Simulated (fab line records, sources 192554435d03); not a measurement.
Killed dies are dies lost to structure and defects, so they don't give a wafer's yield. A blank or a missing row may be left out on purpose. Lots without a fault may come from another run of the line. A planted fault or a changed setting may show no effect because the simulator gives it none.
Which tool did it? | flow n5_finfet | 8 lots, 24 wafers sampled, at 5 steps of a route of 1938

WHAT THE GAUGES READ, wafer by wafer
N5_BEOL_M13_OVL_MEAS_29. Usual: M13_OVL 5 nm, standard deviation 6.2.
lot  | measured     | on         | M13_OVL (nm) | flag
L869 | day 12 17:59 | overlay-02 | 0 2 7        |
L870 | day 14 00:01 | overlay-01 | 7 6 5        |
L874 | day 14 08:58 | overlay-02 | 7 17 13      |
L877 | day 15 11:17 | overlay-02 | 9 -7 2       |
L885 | day 17 04:45 | overlay-02 | -4 6 -1      |
L888 | day 18 07:38 | overlay-01 | 10 3 4       |
L890 | day 18 15:09 | overlay-01 | -4 -3 15     |
L889 | day 18 17:05 | overlay-02 | 9 4 -1       |

N5_BEOL_M15_RC_MEAS_101. Usual: COMB_M10 1.5e-11 S/m, standard deviation 3.7e-12; COMB_M11 1.4e-11 S/m, standard deviation 3e-12; COMB_M12 6.2e-12 S/m, standard deviation 1.4e-12; COMB_M13 5e-12 S/m, standard deviation 1.1e-12; COMB_M13_max_site 7.1e-12 S/m, standard deviation 1.7e-12; COMB_M14 3.6e-12 S/m, standard deviation 8.2e-13; COMB_M15 2.7e-12 S/m, standard deviation 7.1e-13; COMB_M15_max_site 3.8e-12 S/m, standard deviation 9.9e-13; COMB_M5 3.9e-11 S/m, standard deviation 8.6e-12; COMB_M6 2.5e-11 S/m, standard deviation 5.7e-12; COMB_M7 2.6e-11 S/m, standard deviation 5.5e-12; COMB_M8 2.6e-11 S/m, standard deviation 5.4e-12; COMB_M9 1.43e-11 S/m, standard deviation 3e-12; SERP_M10 3.11 ohm/um, standard deviation 0.083; SERP_M11 3.07 ohm/um, standard deviation 0.073; SERP_M12 0.643 ohm/um, standard deviation 0.02; SERP_M13 0.310 ohm/um, standard deviation 0.0051; SERP_M13_max_site 0.314 ohm/um, standard deviation 0.0054; SERP_M14 0.163 ohm/um, standard deviation 0.0032; SERP_M5 38.7 ohm/um, standard deviation 1.9; SERP_M6 14.0 ohm/um, standard deviation 0.66; SERP_M7 13.8 ohm/um, standard deviation 0.55; SERP_M8 14.3 ohm/um, standard deviation 0.52; SERP_M9 3.05 ohm/um, standard deviation 0.079; SERP_M9_max_site 3.15 ohm/um, standard deviation 0.089.
lot  | measured     | on        | COMB_M10 (S/m)          | COMB_M11 (S/m)          | COMB_M12 (S/m)           | COMB_M13 (S/m)          | COMB_M13_max_site (S/m)   | COMB_M14 (S/m)          | COMB_M15 (S/m)          | COMB_M15_max_site (S/m) | COMB_M5 (S/m)           | COMB_M6 (S/m)           | COMB_M7 (S/m)           | COMB_M8 (S/m)           | COMB_M9 (S/m)              | SERP_M10 (ohm/um) | SERP_M11 (ohm/um) | SERP_M12 (ohm/um) | SERP_M13 (ohm/um) | SERP_M13_max_site (ohm/um) | SERP_M14 (ohm/um) | SERP_M5 (ohm/um) | SERP_M6 (ohm/um) | SERP_M7 (ohm/um) | SERP_M8 (ohm/um) | SERP_M9 (ohm/um) | SERP_M9_max_site (ohm/um) | flag
L869 | day 13 06:10 | prober-01 | 1.6e-11 1.4e-11 2e-11   | 1.6e-11 1.3e-11 1.5e-11 | 5.8e-12 7.5e-12 8.4e-12  | 4.3e-12 6.7e-12 4.4e-12 | 6.2e-12 8.4e-12 7.3e-12   | 3.2e-12 3.4e-12 3.2e-12 | 4e-12 3.8e-12 3.2e-12   | 5.3e-12 5.7e-12 4.2e-12 | 2.8e-11 5.1e-11 4.4e-11 | 2.1e-11 2.4e-11 2.2e-11 | 2.9e-11 2.8e-11 2.3e-11 | 2.5e-11 3.7e-11 3.2e-11 | 1.55e-11 1.26e-11 1.46e-11 | 3.20 3.13 2.92    | 2.99 3.03 3.09    | 0.677 0.666 0.632 | 0.313 0.305 0.312 | 0.317 0.308 0.315          | 0.168 0.168 0.169 | 38.1 41.3 40.0   | 13.2 13.6 13.4   | 13.6 13.7 13.3   | 14.5 14.4 14.4   | 2.99 2.95 3.02   | 3.18 3.11 3.09            |
L870 | day 14 13:43 | prober-01 | 1.4e-11 1.8e-11 2e-11   | 1.5e-11 1.9e-11 2.2e-11 | 6.9e-12 7.4e-12 7.1e-12  | 6.3e-12 5.3e-12 5.9e-12 | 7.4e-12 8.1e-12 7.4e-12   | 5.3e-12 5.4e-12 6e-12   | 3.3e-12 3.8e-12 3.1e-12 | 4.8e-12 4.8e-12 4e-12   | 4.2e-11 5.3e-11 4.3e-11 | 2.4e-11 2.4e-11 2.8e-11 | 2.9e-11 2.7e-11 2.3e-11 | 2.3e-11 2.8e-11 2.4e-11 | 1.41e-11 1.79e-11 1.38e-11 | 3.07 3.24 3.19    | 3.07 3.02 2.97    | 0.644 0.675 0.657 | 0.315 0.314 0.309 | 0.319 0.315 0.311          | 0.158 0.162 0.160 | 35.6 38.5 37.9   | 13.6 14.3 13.5   | 13.5 14.2 13.8   | 15.0 14.1 14.6   | 3.03 3.14 2.95   | 3.19 3.25 3.02            |
L874 | day 15 01:26 | prober-02 | 1.2e-11 1.2e-11 1e-11   | 1e-11 1.2e-11 1.9e-11   | 5.6e-12 6.6e-12 7.1e-12  | 4.2e-12 3.6e-12 3.7e-12 | 5.9e-12 6.4e-12 5.1e-12   | 3.6e-12 3.3e-12 3.6e-12 | 3.9e-12 1.8e-12 2.7e-12 | 5.1e-12 3.1e-12 3.1e-12 | 3.9e-11 4.5e-11 6e-11   | 2.1e-11 1.9e-11 2.4e-11 | 3e-11 2.8e-11 2.9e-11   | 2.8e-11 3.6e-11 2.9e-11 | 1.68e-11 1.32e-11 1.9e-11  | 3.09 3.13 3.13    | 3.12 3.15 3.11    | 0.633 0.628 0.667 | 0.307 0.325 0.312 | 0.310 0.328 0.314          | 0.169 0.160 0.159 | 36.1 36.2 39.2   | 13.2 13.7 13.7   | 14.4 13.4 14.5   | 14.3 13.9 14.1   | 3.01 3.05 2.98   | 3.06 3.14 3.11            |
L877 | day 16 04:53 | prober-01 | 1.8e-11 2.2e-11 2.2e-11 | 1.8e-11 1.4e-11 1.7e-11 | 6.5e-12 6.9e-12 8.2e-12  | 4.5e-12 5.3e-12 6.5e-12 | 8.4e-12 9e-12 7.9e-12     | 4.9e-12 4.2e-12 3.9e-12 | 3.4e-12 3e-12 3.4e-12   | 4.4e-12 4.3e-12 5.1e-12 | 3.1e-11 2.9e-11 2.5e-11 | 2.5e-11 3e-11 3.4e-11   | 2.8e-11 2.4e-11 2e-11   | 3.4e-11 2.7e-11 2.1e-11 | 1.09e-11 1.36e-11 1.33e-11 | 3.16 3.27 3.28    | 3.07 3.08 3.02    | 0.623 0.653 0.659 | 0.310 0.305 0.307 | 0.312 0.308 0.309          | 0.163 0.163 0.166 | 41.6 40.2 41.6   | 13.9 15.3 14.2   | 13.6 13.0 13.1   | 14.9 14.2 13.9   | 3.15 3.21 3.10   | 3.20 3.23 3.23            |
L885 | day 17 19:36 | prober-02 | 1.3e-11 1.4e-11 1e-11   | 1.3e-11 1.7e-11 1.2e-11 | 4.9e-12 3.6e-12 4.3e-12  | 4.5e-12 3.9e-12 2.8e-12 | 6.5e-12 4.7e-12 4.2e-12   | 1.8e-12 4.5e-12 2.5e-12 | 2.8e-12 3.1e-12 2.4e-12 | 4.5e-12 4.1e-12 3.5e-12 | 3.1e-11 4.5e-11 4.5e-11 | 2.6e-11 2.3e-11 2.7e-11 | 2.8e-11 2.9e-11 3.1e-11 | 2.5e-11 2.8e-11 2e-11   | 1.62e-11 2.04e-11 1.4e-11  | 3.16 3.07 3.17    | 3.02 3.06 3.04    | 0.644 0.654 0.657 | 0.311 0.294 0.311 | 0.312 0.297 0.313          | 0.165 0.165 0.159 | 37.5 36.2 37.6   | 14.2 14.5 14.0   | 14.2 13.6 13.1   | 14.5 13.9 14.3   | 2.96 2.94 3.14   | 3.06 3.06 3.25            |
L888 | day 18 23:42 | prober-02 | 1.3e-11 1.5e-11 1.5e-11 | 1.1e-11 1.1e-11 1.6e-11 | 4.4e-12 5.5e-12 6.9e-12  | 4.1e-12 4.5e-12 4.6e-12 | 4.9e-12 6.9e-12 6.1e-12   | 2.5e-12 3e-12 3.9e-12   | 1.1e-12 2.3e-12 2.6e-12 | 2e-12 5.1e-12 3.1e-12   | 4.4e-11 5.5e-11 3.9e-11 | 1.9e-11 2e-11 2.8e-11   | 1.6e-11 2.4e-11 2.4e-11 | 2.7e-11 2.2e-11 2.5e-11 | 1.23e-11 1.16e-11 1.56e-11 | 3.10 3.05 2.92    | 2.96 3.04 2.96    | 0.630 0.661 0.653 | 0.311 0.302 0.300 | 0.318 0.304 0.302          | 0.161 0.165 0.155 | 38.2 37.4 38.7   | 13.4 14.6 13.4   | 12.2 13.5 12.5   | 13.9 14.5 14.2   | 3.00 3.14 3.09   | 3.12 3.28 3.14            |
L890 | day 19 05:58 | prober-01 | 1.5e-11 1.9e-11 1.7e-11 | 1.3e-11 1.5e-11 1.1e-11 | 7.3e-12 1.03e-11 7.1e-12 | 7.7e-12 5.3e-12 7.6e-12 | 1.04e-11 6.3e-12 1.23e-11 | 3.9e-12 3.9e-12 3.7e-12 | 2.9e-12 3.3e-12 3.6e-12 | 3.8e-12 4.2e-12 5.2e-12 | 3.4e-11 3.5e-11 3.4e-11 | 2.2e-11 2.5e-11 2.6e-11 | 2.2e-11 2.1e-11 2.3e-11 | 3.7e-11 2.6e-11 2.7e-11 | 1.27e-11 1.63e-11 1.69e-11 | 3.17 3.14 3.07    | 3.09 3.05 3.05    | 0.650 0.647 0.644 | 0.311 0.305 0.300 | 0.314 0.306 0.304          | 0.162 0.164 0.164 | 38.2 39.0 36.7   | 13.2 13.4 13.4   | 13.5 14.1 13.9   | 13.8 13.4 13.7   | 3.06 3.03 2.97   | 3.25 3.13 3.07            |
L889 | day 19 08:52 | prober-02 | 1.6e-11 1.9e-11 9e-12   | 1.2e-11 1.6e-11 1.1e-11 | 4.8e-12 3.2e-12 6.1e-12  | 4.6e-12 6.5e-12 7.2e-12 | 7.6e-12 8.7e-12 1.11e-11  | 3.2e-12 2.3e-12 2.8e-12 | 2.2e-12 1.7e-12 1.9e-12 | 3.5e-12 2.5e-12 2.5e-12 | 3.6e-11 2.2e-11 3.1e-11 | 3.6e-11 1.9e-11 2.5e-11 | 4.4e-11 2.1e-11 3.6e-11 | 2.1e-11 2.7e-11 2.6e-11 | 1.54e-11 1.13e-11 1.78e-11 | 3.00 3.07 3.16    | 2.98 3.08 3.12    | 0.625 0.630 0.680 | 0.310 0.312 0.314 | 0.313 0.315 0.317          | 0.159 0.164 0.160 | 37.9 38.2 39.6   | 13.6 13.7 13.7   | 13.4 13.7 13.6   | 14.1 13.9 14.5   | 3.10 3.19 3.06   | 3.25 3.25 3.12            |

WHICH TOOL RAN EACH LOT (tool, then ch and the chambers of the sampled wafers, then the start)
lot  | N5_BEOL_M12_PRE_CLEAN_42     | N5_BEOL_M13_DESCUM_33              | N5_BEOL_M13_ETCH_68
L869 | pvd_sputter-01, day 12 13:56 | rie_diel-05 ch 0,3, day 12 18:14   | rie_diel-05 ch 0,3, day 12 18:25
L870 | pvd_sputter-03, day 13 21:02 | rie_diel-06 ch 1,2, day 14 00:12   | rie_diel-06 ch 1,2, day 14 00:23
L874 | pvd_sputter-02, day 14 06:10 | rie_diel-06 ch 0,3, day 14 09:14   | rie_diel-06 ch 0,3, day 14 09:25
L877 | pvd_sputter-01, day 15 08:13 | rie_diel-05 ch 0,1, day 15 11:20   | rie_diel-05 ch 0,1, day 15 11:32
L885 | pvd_sputter-02, day 17 01:52 | rie_diel-06 ch 0,1,3, day 17 04:49 | rie_diel-06 ch 0,1,3, day 17 04:59
L888 | pvd_sputter-01, day 18 04:57 | rie_diel-05 ch 0,2,3, day 18 07:42 | rie_diel-05 ch 0,2,3, day 18 07:53
L890 | pvd_sputter-03, day 18 12:20 | rie_diel-05 ch 1,2,3, day 18 15:12 | rie_diel-05 ch 1,2,3, day 18 15:23
L889 | pvd_sputter-02, day 18 14:11 | rie_diel-02 ch 0,1,3, day 18 17:08 | rie_diel-02 ch 0,1,3, day 18 17:20
- N5_BEOL_M12_PRE_CLEAN_42: time 30 s.
- N5_BEOL_M13_DESCUM_33: chemistry O2, time 7.9 s.
- N5_BEOL_M13_ETCH_68: etches SOC in N2/H2, time 355 s.

WHAT THE TOOLS THEMSELVES READ (means of the sampled wafers that have a number; where no wafer has one, the mark that the record gives instead)
N5_BEOL_M12_PRE_CLEAN_42. Usual: heater_power_w 314 W, standard deviation 37.
lot  | tool           | heater_power_w (W) | flag
L869 | pvd_sputter-01 | 345                |
L870 | pvd_sputter-03 | 297                |
L874 | pvd_sputter-02 | 332                |
L877 | pvd_sputter-01 | 353                |
L885 | pvd_sputter-02 | 339                |
L888 | pvd_sputter-01 | 320                |
L890 | pvd_sputter-03 | 278                |
L889 | pvd_sputter-02 | 294                |

N5_BEOL_M13_DESCUM_33. Usual: chamber_pressure_mTorr 19.998 mTorr, standard deviation 0.017; drypump_motor_current_A 5.8 A, standard deviation 0.47; oes_product_au 0.79 a.u., standard deviation 0.089; rf_vpp_V 242.8 V, standard deviation 1.5; showerhead_plenum_p_Torr 2.07 Torr, standard deviation 0.09; throttle_valve_pct 20.57 %, standard deviation 0.3.
lot  | tool        | chamber_pressure_mTorr (mTorr) | drypump_motor_current_A (A) | oes_product_au (a.u.) | rf_vpp_V (V) | showerhead_plenum_p_Torr (Torr) | throttle_valve_pct (%) | flag
L869 | rie_diel-05 | 19.995                         | 5.4                         | 0.76                  | 243.2        | 2.07                            | 20.31                  |
L870 | rie_diel-06 | 20.010                         | 6.2                         | 0.81                  | 242.5        | 2.10                            | 20.69                  |
L874 | rie_diel-06 | 19.999                         | 5.5                         | 0.71                  | 241.3        | 1.93                            | 20.73                  |
L877 | rie_diel-05 | 19.992                         | 5.7                         | 0.90                  | 243.0        | 2.07                            | 20.31                  |
L885 | rie_diel-06 | 19.999                         | 5.9                         | 0.80                  | 242.4        | 2.06                            | 20.70                  |
L888 | rie_diel-05 | 19.993                         | 5.6                         | 0.83                  | 243.2        | 2.08                            | 20.43                  |
L890 | rie_diel-05 | 20.012                         | 5.6                         | 0.84                  | 243.5        | 2.11                            | 20.40                  |
L889 | rie_diel-02 | 19.989                         | 6.0                         | 0.81                  | 243.8        | 2.13                            | 20.29                  |

N5_BEOL_M13_ETCH_68. Usual: chamber_pressure_mTorr 30.005 mTorr, standard deviation 0.027; drypump_motor_current_A 5.8 A, standard deviation 0.47; oes_product_au 0.79 a.u., standard deviation 0.089; rf_vpp_V 523 V, standard deviation 3.2; showerhead_plenum_p_Torr 2.51 Torr, standard deviation 0.11; throttle_valve_pct 17.92 %, standard deviation 0.28.
lot  | tool        | chamber_pressure_mTorr (mTorr) | drypump_motor_current_A (A) | oes_product_au (a.u.) | rf_vpp_V (V) | showerhead_plenum_p_Torr (Torr) | throttle_valve_pct (%) | flag
L869 | rie_diel-05 | 29.996                         | 5.4                         | 0.77                  | 522          | 2.50                            | 17.66                  |
L870 | rie_diel-06 | 30.024                         | 6.2                         | 0.80                  | 525          | 2.55                            | 17.98                  |
L874 | rie_diel-06 | 30.015                         | 5.5                         | 0.71                  | 518          | 2.35                            | 18.05                  |
L877 | rie_diel-05 | 30.011                         | 5.7                         | 0.90                  | 523          | 2.52                            | 17.69                  |
L885 | rie_diel-06 | 29.996                         | 5.9                         | 0.87                  | 523          | 2.50                            | 17.99                  |
L888 | rie_diel-05 | 29.991                         | 5.7                         | 0.83                  | 524          | 2.53                            | 17.80                  |
L890 | rie_diel-05 | 29.989                         | 5.6                         | 0.84                  | 525          | 2.57                            | 17.79                  |
L889 | rie_diel-02 | 29.990                         | 6.0                         | 0.81                  | 526          | 2.61                            | 17.80                  |

THE ANSWER, worked out from the rows above alone
Rule: a lot is off if the mean of its wafers that have a number lies more than 3 standard deviations from the usual mean. A lot without any number at a reading at which 4 lots or more have one is off too. The other lots that the step has rows for count as sound. The gauges are gone through in route order, then the tools' own readings, and for those a lot's mean is taken as printed above. The first step at which some lot is off is used, and at that step the reading that is off furthest; a lot without a number counts as furthest.
No lot is off at any reading shown: from this, nothing can be told.

WHAT THE SIMULATOR HAD PUT IN
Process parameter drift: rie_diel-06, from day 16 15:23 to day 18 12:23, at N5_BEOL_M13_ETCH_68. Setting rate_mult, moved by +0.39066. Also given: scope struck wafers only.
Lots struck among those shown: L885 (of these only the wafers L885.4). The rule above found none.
